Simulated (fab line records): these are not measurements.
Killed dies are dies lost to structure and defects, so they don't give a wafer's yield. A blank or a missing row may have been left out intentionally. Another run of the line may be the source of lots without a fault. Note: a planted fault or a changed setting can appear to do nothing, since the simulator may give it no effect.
Which tool did it? :: flow n5-finfet :: 9 lots with 24 wafers sampled at 5 steps, on a route of 1938 steps

WHAT EACH GAUGE READ, for each wafer
N5_BEOL_M4_RC_MEAS_101.
lot: L339
measured: day 7 20:49
on: prober-02
DIBL_N (mV/V): 35.6 36.6 35.5

lot: L344
measured: day 9 18:32
on: prober-02
DIBL_N (mV/V): 37.1 38.0 38.9

lot: L346
measured: day 9 18:59
on: prober-01
DIBL_N (mV/V): 36.0 37.8 37.8

lot: L352
measured: day 11 10:47
on: prober-02
DIBL_N (mV/V): 37.1 38.6

lot: L354
measured: day 11 10:32
on: prober-01
DIBL_N (mV/V): 37.3 36.1

lot: L355
measured: day 12 09:04
on: prober-02
DIBL_N (mV/V): 35.8 35.6

lot: L357
measured: day 12 16:38
on: prober-01
DIBL_N (mV/V): 37.0 38.6 38.9

lot: L358
measured: day 12 13:56
on: prober-01
DIBL_N (mV/V): 33.6 35.3 33.0

lot: L361
measured: day 13 21:52
on: prober-02
DIBL_N (mV/V): 37.4 35.0 37.4

WHAT TOOL EACH LOT RAN ON (gives the tool, then ch and the chambers of the sampled wafers, and finally the start)
lot: L339
N5_GATE_CUT_ETCH_28: rie-diel-01 ch 0,1,3, day 4 10:44
N5_GATE_CUT_ETCH_36: rie-diel-01 ch 0,1,3, day 4 10:45
N5_GATE_CUT_ETCH_47: rie-metal-03 ch 0,1, day 4 11:14
N5_GATE_CUT_CMP_23: cmp-02 ch 2,3, day 4 13:02

lot: L344
N5_GATE_CUT_ETCH_28: rie-diel-01 ch 0,1, day 5 17:29
N5_GATE_CUT_ETCH_36: rie-diel-01 ch 0,1, day 5 17:31
N5_GATE_CUT_ETCH_47: rie-metal-02 ch 0,1, day 5 18:00
N5_GATE_CUT_CMP_23: cmp-04 ch 0,1,2, day 5 22:47

lot: L346
N5_GATE_CUT_ETCH_28: rie-diel-02 ch 0,1,2, day 6 06:49
N5_GATE_CUT_ETCH_36: rie-diel-02 ch 0,1,2, day 6 06:50
N5_GATE_CUT_ETCH_47: rie-metal-02 ch 0,1, day 6 07:20
N5_GATE_CUT_CMP_23: cmp-04 ch 0,3, day 6 10:23

lot: L352
N5_GATE_CUT_ETCH_28: rie-diel-01 ch 0,2, day 7 16:58
N5_GATE_CUT_ETCH_36: rie-diel-01 ch 0,2, day 7 16:59
N5_GATE_CUT_ETCH_47: rie-metal-02 ch 0,1, day 7 17:29
N5_GATE_CUT_CMP_23: cmp-04 ch 1,2, day 7 19:16

lot: L354
N5_GATE_CUT_ETCH_28: rie-diel-02 ch 1,3, day 8 05:45
N5_GATE_CUT_ETCH_36: rie-diel-02 ch 1,3, day 8 05:46
N5_GATE_CUT_ETCH_47: rie-metal-03 ch 0, day 8 06:16
N5_GATE_CUT_CMP_23: cmp-04 ch 1,2, day 8 08:05

lot: L355
N5_GATE_CUT_ETCH_28: rie-diel-01 ch 0,3, day 8 11:14
N5_GATE_CUT_ETCH_36: rie-diel-01 ch 0,3, day 8 11:16
N5_GATE_CUT_ETCH_47: rie-metal-03 ch 0,1, day 8 11:46
N5_GATE_CUT_CMP_23: cmp-04 ch 0,2, day 8 13:33

lot: L357
N5_GATE_CUT_ETCH_28: rie-diel-02 ch 0,2, day 8 22:13
N5_GATE_CUT_ETCH_36: rie-diel-02 ch 0,2, day 8 22:14
N5_GATE_CUT_ETCH_47: rie-metal-01 ch 0,1, day 8 22:47
N5_GATE_CUT_CMP_23: cmp-02 ch 2,3, day 9 00:36

lot: L358
N5_GATE_CUT_ETCH_28: rie-diel-06 ch 0,1,2, day 9 04:40
N5_GATE_CUT_ETCH_36: rie-diel-06 ch 0,1,2, day 9 04:41
N5_GATE_CUT_ETCH_47: rie-metal-03 ch 0,1, day 9 05:10
N5_GATE_CUT_CMP_23: cmp-01 ch 0,1,2, day 9 07:02

lot: L361
N5_GATE_CUT_ETCH_28: rie-diel-01 ch 2,3, day 10 01:11
N5_GATE_CUT_ETCH_36: rie-diel-01 ch 2,3, day 10 01:13
N5_GATE_CUT_ETCH_47: rie-metal-01 ch 0,1, day 10 01:42
N5_GATE_CUT_CMP_23: cmp-02 ch 0,1, day 10 04:04
- N5_GATE_CUT_ETCH_28: etches underlayer in N2/H2, target depth 13 nm, time 10.4 s.
- N5_GATE_CUT_ETCH_36: etches SiARC in CF4, target depth 13 nm, time 21.7 s.
- N5_GATE_CUT_ETCH_47: etches SiO2 in Cl2/BCl3, target depth 10 nm.
- N5_GATE_CUT_CMP_23: polishes, stops on SiO2, t overpolish 23.4 s, target thk 16 nm.

THE ANSWER, worked out from the rows above alone
Rule: what is usual is taken from the lots themselves. The widest of any qualifying gaps counts: lots, ordered by their means at a reading, are off when they make up no more than a third of the lots, leave a main group of 4 or more, and stand apart from it by 3 or more times the standard deviation of that group's means. The tables above print the reading to a certain number of digits; a main group whose means all agree to those digits is not used. A lot without any number at a reading at which 4 lots or more have one is off too. The other lots that the step has rows for count as sound.
Across all readings shown, no lot is off: no conclusion can be drawn from this.

WHAT WAS PUT IN BY THE SIMULATOR
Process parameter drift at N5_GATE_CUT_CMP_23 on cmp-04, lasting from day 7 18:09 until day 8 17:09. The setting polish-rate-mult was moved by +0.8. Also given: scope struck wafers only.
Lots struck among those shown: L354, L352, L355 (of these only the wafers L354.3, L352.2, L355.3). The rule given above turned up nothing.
